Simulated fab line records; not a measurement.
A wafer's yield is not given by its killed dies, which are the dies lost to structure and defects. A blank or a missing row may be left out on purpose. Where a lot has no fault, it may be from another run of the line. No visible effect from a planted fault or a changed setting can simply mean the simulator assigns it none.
Which tool was responsible? | flow nandHarc | 14 lots with 42 wafers sampled at 5 steps, on a route of 1302 steps

## WHAT EACH GAUGE READ, for each wafer
NHARC_THIN_TSV_CD_MEAS_37.
lot  | measured     | on       | cdNm (nm)
L282 | day 23 21:28 | cdSem-02 | 4997.6 4997.9 4996.1
L283 | day 24 02:49 | cdSem-03 | 5001.1 5002.5 5000.4
L285 | day 25 18:49 | cdSem-01 | 5003.9 4997.0 5001.4
L286 | day 26 00:04 | cdSem-03 | 5005.0 4999.8 5004.3
L287 | day 25 18:02 | cdSem-03 | 4999.1 5002.5 5000.8
L298 | day 30 17:05 | cdSem-01 | 4998.0 5001.6 4997.8
L300 | day 31 11:34 | cdSem-02 | 4998.2 5002.5 5004.4
L301 | day 31 10:23 | cdSem-02 | 5003.8 5000.9 5001.6
L302 | day 32 12:42 | cdSem-01 | 4995.9 5000.5 5000.2
L303 | day 32 19:24 | cdSem-02 | 4999.6 4999.2 5003.6
L304 | day 33 12:44 | cdSem-03 | 5006.9 5002.0 5005.5
L305 | day 32 23:41 | cdSem-01 | 4999.8 5000.8 5002.0

NHARC_END_SORT_01.
lot  | measured     | on        | killedAtArray | killedAtOther | killedAtPeriphery | killedDies  | killedOpen | killedShort
L290 | day 27 22:27 | prober-02 | 76 73 82      | 1 0 0         | 600 604 595       | 677 677 677 | 3 3 7      | 6 4 3
L291 | day 28 06:10 | prober-01 | 55 37 58      | 1 2 3         | 621 638 616       | 677 677 677 | 6 0 4      | 0 4 1

## EACH LOT AND THE TOOL THAT RAN IT (in order: tool; ch and the chambers of the sampled wafers; start)
lot  | NHARC_P_GATE_DEVELOP_45          | NHARC_THIN_TSV_DEP_47           | NHARC_THIN_TSV_DEGAS_53
L282 | lithoTrack-07 ch 0, day 5 15:00  | pecvd-03 ch 0,1, day 23 15:50   | pvdSputter-01, day 23 18:46
L283 | lithoTrack-07 ch 0, day 6 02:00  | pecvd-02 ch 0,2, day 23 21:19   | pvdSputter-03, day 24 00:14
L285 | lithoTrack-03 ch 0, day 7 02:00  | pecvd-03 ch 1,2, day 25 13:23   | pvdSputter-02, day 25 16:14
L286 | lithoTrack-07 ch 0, day 7 04:00  | pecvd-03 ch 1,2, day 25 18:44   | pvdSputter-03, day 25 21:35
L287 | lithoTrack-02 ch 0, day 7 16:00  | pecvd-02 ch 0,2, day 25 12:13   | pvdSputter-02, day 25 15:12
L290 | lithoTrack-03 ch 0, day 8 20:00  | -                               | -
L291 | lithoTrack-03 ch 0, day 9 14:00  | -                               | -
L298 | lithoTrack-03 ch 0, day 12 04:00 | pecvd-01 ch 0,1,2, day 30 11:49 | pvdSputter-02, day 30 14:38
L300 | lithoTrack-03 ch 0, day 12 21:00 | pecvd-02 ch 0,1, day 31 06:05   | pvdSputter-01, day 31 08:58
L301 | lithoTrack-03 ch 0, day 13 08:00 | pecvd-01 ch 0,2, day 31 04:52   | pvdSputter-01, day 31 07:57
L302 | lithoTrack-03 ch 0, day 13 13:00 | pecvd-02 ch 0,2, day 32 04:25   | pvdSputter-03, day 32 10:04
L303 | lithoTrack-02 ch 0, day 14 07:00 | pecvd-01 ch 0,2, day 32 13:44   | pvdSputter-01, day 32 16:50
L304 | lithoTrack-03 ch 0, day 14 15:00 | pecvd-03 ch 0,1, day 33 04:21   | pvdSputter-01, day 33 10:10
L305 | lithoTrack-03 ch 0, day 15 00:00 | pecvd-02 ch 0,2, day 32 18:00   | pvdSputter-02, day 32 21:02
- NHARC_P_GATE_DEVELOP_45: time 70 s.
- NHARC_THIN_TSV_DEP_47: deposits SiO2, target thk 200 nm.
- NHARC_THIN_TSV_DEGAS_53: time 60 s.

## WHAT THE TOOLS THEMSELVES READ (means of the sampled wafers that have a number; where no wafer has one, the mark that the record gives instead)
NHARC_THIN_TSV_DEP_47.
lot  | tool     | throttleValvePct (%)
L282 | pecvd-03 | 15.9
L283 | pecvd-02 | 16.9
L285 | pecvd-03 | 16.6
L286 | pecvd-03 | 16.9
L287 | pecvd-02 | 16.5
L298 | pecvd-01 | 16.0
L300 | pecvd-02 | 17.1
L301 | pecvd-01 | 16.3
L302 | pecvd-02 | 15.9
L303 | pecvd-01 | 16.3
L304 | pecvd-03 | 16.0
L305 | pecvd-02 | 16.6

NHARC_THIN_TSV_DEGAS_53.
lot  | tool          | heaterPowerW (W)
L282 | pvdSputter-01 | 497
L283 | pvdSputter-03 | 477
L285 | pvdSputter-02 | 434
L286 | pvdSputter-03 | 457
L287 | pvdSputter-02 | 416
L298 | pvdSputter-02 | 464
L300 | pvdSputter-01 | 431
L301 | pvdSputter-01 | 439
L302 | pvdSputter-03 | 477
L303 | pvdSputter-01 | 472
L304 | pvdSputter-01 | 439
L305 | pvdSputter-02 | 411

## THE ANSWER, worked out from the rows above alone
Rule: the lots themselves supply what counts as usual. The widest of any qualifying gaps counts: lots, ordered by their means at a reading, are off when they make up no more than a third of the lots, leave a main group of 4 or more, and stand apart from it by 3 or more times the standard deviation of that group's means. Not used: any main group whose means are identical at the precision the tables above print for the reading. Also off: a lot with no number at a reading for which 4 or more lots have one. The other lots that the step has rows for count as sound. First the gauges in route order, then the tools' own readings, where a lot's mean is used as printed above. The first step at which some lot is off is used, and at that step the reading that is off furthest; a lot without a number counts as furthest.
No lot is off on any of the readings shown, so nothing can be concluded from this.

## WHAT THE SIMULATOR HAD PUT IN
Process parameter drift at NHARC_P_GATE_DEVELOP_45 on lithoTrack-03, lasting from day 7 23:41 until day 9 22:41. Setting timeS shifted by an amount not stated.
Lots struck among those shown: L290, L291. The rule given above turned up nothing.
